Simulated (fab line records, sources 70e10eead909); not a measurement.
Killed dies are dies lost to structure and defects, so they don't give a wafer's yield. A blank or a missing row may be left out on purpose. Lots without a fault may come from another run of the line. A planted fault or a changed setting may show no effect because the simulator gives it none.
A struck lot beside a sound one | flow nand_harc | 14 steps out of a route of 1302
Sound: wafers L122.1, L122.4, L122.5. Struck: wafer L138.2. (L138.3, L138.4 of the same lot were not struck and are left out.) The cause comes at the end.
At each step with rows: each side's tool, then ch and its chambers, then its first start. Under that, the readings that differ: sound wafers | struck wafers | difference of the means | sigmas: that difference in standard deviations of wafers without a fault.
alike: readings whose means differ by less than 2 such deviations, and words and numbers that are the same on both sides. not compared: withheld readings, readings that some wafer has no value for, bounds like >300 that may hide the same value, and numbers for which the record gives no deviation and whose values overlap.
The two part at a step that has a row with sigmas, a row that says differs or no value, or rows on one side only. Numbers that don't overlap but have no deviation are shown without sigmas and don't part them. A reading that every wafer of one side lacks parts them only if that side has two wafers or more.

NHARC_A_STAIRCASE_DESCUM_186: chemistry O2, time 3 s.
  sound on rie_diel-02 ch 0,1,2, day 19 06:02; struck on rie_diel-02 ch 1, day 25 13:07
  alike: drypump_motor_current_A, oes_product_au, rf_vpp_V, showerhead_plenum_p_Torr, throttle_valve_pct
  not compared: rf_hours_counter_h
then, 1 step without rows for these wafers: NHARC_A_STAIRCASE_TRIM_187 (chemistry O2, time 211.2 s).
NHARC_A_STAIRCASE_ETCH_188: etches the open film in C4F8/O2, target depth 100 nm, time 40.5 s.
  sound on rie_diel-02 ch 0,1,2; struck on rie_diel-02 ch 1
  alike: oes_product_au, rf_vpp_V
  not compared: rf_hours_counter_h
NHARC_A_STAIRCASE_TRIM_189: chemistry O2, time 211.2 s.
  sound on rie_diel-02 ch 0,1,2; struck on rie_diel-02 ch 2
  alike: drypump_motor_current_A, oes_product_au, rf_vpp_V, run_length_s, showerhead_plenum_p_Torr, throttle_valve_pct
  not compared: rf_hours_counter_h
then, 2 steps without rows for these wafers: NHARC_A_STAIRCASE_ETCH_190 (etches the open film in C4F8/O2, target depth 100 nm, time 40.5 s); NHARC_A_STAIRCASE_TRIM_191 (chemistry O2, time 211.2 s).
NHARC_A_STAIRCASE_ETCH_192: etches the open film in C4F8/O2, target depth 100 nm, time 40.5 s.
  sound on rie_diel-02 ch 0,1; struck on rie_diel-02 ch 0
  alike: oes_product_au, rf_vpp_V
  not compared: rf_hours_counter_h
then, 4 steps without rows for these wafers: NHARC_A_STAIRCASE_TRIM_193 (chemistry O2, time 211.2 s); NHARC_A_STAIRCASE_ETCH_194 (etches the open film in C4F8/O2, target depth 100 nm, time 40.5 s); NHARC_A_STAIRCASE_TRIM_196 (chemistry O2, time 211.2 s); NHARC_A_STAIRCASE_ETCH_197 (etches the open film in C4F8/O2, target depth 100 nm, time 40.5 s).
NHARC_A_STAIRCASE_TRIM_198: chemistry O2, time 211.2 s.
  sound on rie_diel-05 ch 0,1,3, day 19 07:37; struck on rie_diel-04 ch 2, day 25 15:07
  reading          | sound             | struck | difference | sigmas
  run_length_s (s) | 232.2 233.4 232.6 | 238.4  | +5.7       | +13
  alike: drypump_motor_current_A, oes_product_au, rf_vpp_V, showerhead_plenum_p_Torr, throttle_valve_pct
  not compared: rf_hours_counter_h
NHARC_A_STAIRCASE_ETCH_199: etches the open film in C4F8/O2, target depth 100 nm, time 40.5 s.
  sound on rie_diel-05 ch 0,2,3; struck on rie_diel-04 ch 3
  reading               | sound             | struck | difference | sigmas
  oes_product_au (a.u.) | 0.946 0.975 0.971 | 0.933  | -0.031     | -2
  alike: rf_vpp_V
  not compared: rf_hours_counter_h
NHARC_END_SORT_01:
  the record has rows for the sound wafers here (prober-02 ch 0, day 27 22:38) and none for the struck ones

WHERE THEY PART
First at NHARC_A_STAIRCASE_TRIM_198; last, within this record, at NHARC_END_SORT_01.

WHY: what the simulator had put in
Process parameter drift: rie_diel-04, from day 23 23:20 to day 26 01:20, at NHARC_A_STAIRCASE_TRIM_198. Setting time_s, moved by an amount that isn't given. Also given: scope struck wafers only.
